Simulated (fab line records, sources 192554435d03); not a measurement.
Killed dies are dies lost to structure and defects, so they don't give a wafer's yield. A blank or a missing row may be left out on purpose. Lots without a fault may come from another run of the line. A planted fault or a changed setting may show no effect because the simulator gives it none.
A struck lot beside a sound one | flow n5_finfet | 19 steps out of a route of 1938
Sound: wafers L147.2, L147.4, L147.5. Struck: wafer L144.4. (L144.6 of the same lot was not struck and is left out.) The cause comes at the end.
At each step with rows: each side's tool, then ch and its chambers, then its first start. Under that, the readings that differ: sound wafers | struck wafers | difference of the means | sigmas: that difference in standard deviations of wafers without a fault.
alike: readings whose means differ by less than 2 such deviations, and words and numbers that are the same on both sides. not compared: withheld readings, readings that some wafer has no value for, bounds like >300 that may hide the same value, and numbers for which the record gives no deviation and whose values overlap.
The two part at a step that has a row with sigmas, a row that says differs or no value, or rows on one side only. Numbers that don't overlap but have no deviation are shown without sigmas and don't part them. A reading that every wafer of one side lacks parts them only if that side has two wafers or more.

first, 4 steps without rows for these wafers: N5_BEOL_M1_SOFTBAKE_23 (time 60 s); N5_BEOL_M1_EXPOSE_25 (exposes mask V0, defocus 5 nm, target cd 24 nm); N5_BEOL_M1_PEB_26 (peb time 60 s); N5_BEOL_M1_DEVELOP_27 (develop time 30 s).
N5_BEOL_M1_CD_MEAS_28: target cd y 23.3 nm.
  sound on cd_sem-01 ch 0, day 10 04:44; struck on cd_sem-03 ch 0, day 9 05:53
  alike: cd_nm
N5_BEOL_M1_OVL_MEAS_29:
  sound on overlay-02 ch 0, day 10 04:46; struck on overlay-01 ch 0, day 9 05:55
  reading     | sound       | struck | difference | sigmas
  V0_OVL (nm) | 1.2 0.8 0.6 | -1.9   | -2.8       | -5
N5_BEOL_M1_INSPECT_30: inspects for defects (brightfield).
  sound on defect_inspect-02, day 10 05:07; struck on defect_inspect-02, day 9 05:58
  alike: raw_defect_count
N5_BEOL_M1_DESCUM_33: chemistry O2, time 7 s.
  sound on rie_diel-06 ch 0,1,3, day 10 05:10; struck on rie_diel-06 ch 2, day 9 06:01
  reading                         | sound          | struck | difference | sigmas
  showerhead_plenum_p_Torr (Torr) | 1.97 1.93 2.06 | 2.17   | +0.18      | +2
  alike: drypump_motor_current_A, oes_product_au, rf_fwd_power_W, rf_vpp_V, temp_c, throttle_valve_pct
  not compared: rf_hours_counter_h
N5_BEOL_M1_ETCH_77: etches underlayer in N2/H2, target depth 6.5 nm, time 5.2 s.
  sound on rie_diel-06 ch 0,1,3, day 10 05:12; struck on rie_diel-06 ch 2, day 9 06:02
  reading                         | sound             | struck | difference | sigmas
  etch_rf_on_time_s (s)           | 5.41 5.24 5.24    | 5.49   | +0.19      | +2
  rf_fwd_power_W (W)              | 817.3 820.3 817.5 | 823.4  | +5.0       | +2
  showerhead_plenum_p_Torr (Torr) | 2.41 2.35 2.50    | 2.64   | +0.22      | +2
  alike: drypump_motor_current_A, oes_product_au, rf_vpp_V, throttle_valve_pct
  not compared: rf_hours_counter_h
N5_BEOL_M1_ETCH_69: etches SiARC in CF4, target depth 15.6 nm, time 26 s.
  sound on rie_diel-06 ch 0,1,3, day 10 05:13; struck on rie_diel-06 ch 2, day 9 06:05
  reading                         | sound             | struck | difference | sigmas
  etch_rf_on_time_s (s)           | 26.9 26.6 26.1    | 27.4   | +0.9       | +2
  rf_fwd_power_W (W)              | 530.4 529.9 526.7 | 538.3  | +9.3       | +5
  rf_vpp_V (V)                    | 181.5 181.9 183.7 | 186.6  | +4.2       | +3
  showerhead_plenum_p_Torr (Torr) | 2.01 1.98 2.11    | 2.23   | +0.20      | +2
  alike: drypump_motor_current_A, oes_product_au, throttle_valve_pct
  not compared: rf_hours_counter_h
N5_BEOL_M1_ALD_98: deposits SiO2, target thk 2.5 nm, pulse time 1 s, co reactant pulse time 1 s.
  sound on ald_sin-03 ch 0,3, day 10 05:24; struck on ald_sin-01 ch 2, day 9 06:22
  alike: heater_power_w, precursor_pulse_height_rel
N5_BEOL_M1_ETCHBACK_99: etches SiO2 in CHF3, target depth 5 nm, time 10.4 s.
  sound on rie_diel-01 ch 0,1,3, day 10 07:30; struck on rie_diel-02 ch 2, day 9 09:02
  alike: CHF3_flow_sccm, drypump_motor_current_A, oes_f_703_au, oes_product_au, rf_fwd_power_W, rf_vpp_V, showerhead_plenum_p_Torr, throttle_valve_pct
  not compared: rf_hours_counter_h
N5_BEOL_M1_ETCH_70: etches SOC in N2/H2, target depth 80 nm, overetch 16 nm, time 120 s.
  sound on rie_diel-01 ch 0,1,3, day 10 07:32; struck on rie_diel-02 ch 2, day 9 09:06
  reading                                    | sound             | struck | difference | sigmas
  run_length_s (s)                           | 143.6 143.6 143.8 | 173.8  | +30.1      | +54
  model.SiARC_of_BEOL_M1_COAT_68.thk_nm (nm) | 6.4 6.4 6.6       | 5      | -1         |
  alike: drypump_motor_current_A, oes_product_au, rf_fwd_power_W, rf_vpp_V, showerhead_plenum_p_Torr, temp_c, throttle_valve_pct
  not compared: rf_hours_counter_h
then, 2 steps without rows for these wafers: N5_BEOL_M1_STRIP_71 (strips in N2/H2); N5_BEOL_M1_STRIP_78 (strips in N2/H2).
N5_BEOL_M1_VIA_ETCH_34: etches the open film in C4F6/O2, target depth 67.8 nm, time 64.4 s.
  sound on rie_diel-01 ch 0,1,3, day 10 07:38; struck on rie_diel-02 ch 2, day 9 09:11
  alike: C4F6_flow_sccm, O2_flow_sccm, drypump_motor_current_A, oes_f_703_au, oes_product_au, rf_fwd_power_W, rf_vpp_V, run_length_s, showerhead_plenum_p_Torr, throttle_valve_pct
  not compared: rf_hours_counter_h, model.BEOL_M1.cd_nm
then, 1 step without rows for these wafers: N5_BEOL_M1_STRIP_83 (strips in C4F6/O2).
-- the record jumps here: 3 days lie between the struck wafers' starts before and after (it left off in module BEOL_M1 and takes up again in module BEOL_M4, whose first step shown is number 1111 of the route) --
N5_BEOL_M4_RC_MEAS_101:
  sound on prober-02 ch 0, day 12 18:54; struck on prober-02 ch 0, day 12 13:23
  reading       | sound       | struck | difference | sigmas
  ION_N (uA/um) | 669 688 692 | 649    | -34        | -2
  alike: DIBL_N, DIBL_P, IOFF_N, IOFF_P, ION_P, SS_N, SS_P, VT_N, VT_P
N5_PASSIVATION_PROBE_49:
  the record has rows for the sound wafers here (prober-02, day 17 01:11) and none for the struck ones

WHERE THEY PART
First at N5_BEOL_M1_OVL_MEAS_29; last, within this record, at N5_PASSIVATION_PROBE_49.

WHY: what the simulator had put in
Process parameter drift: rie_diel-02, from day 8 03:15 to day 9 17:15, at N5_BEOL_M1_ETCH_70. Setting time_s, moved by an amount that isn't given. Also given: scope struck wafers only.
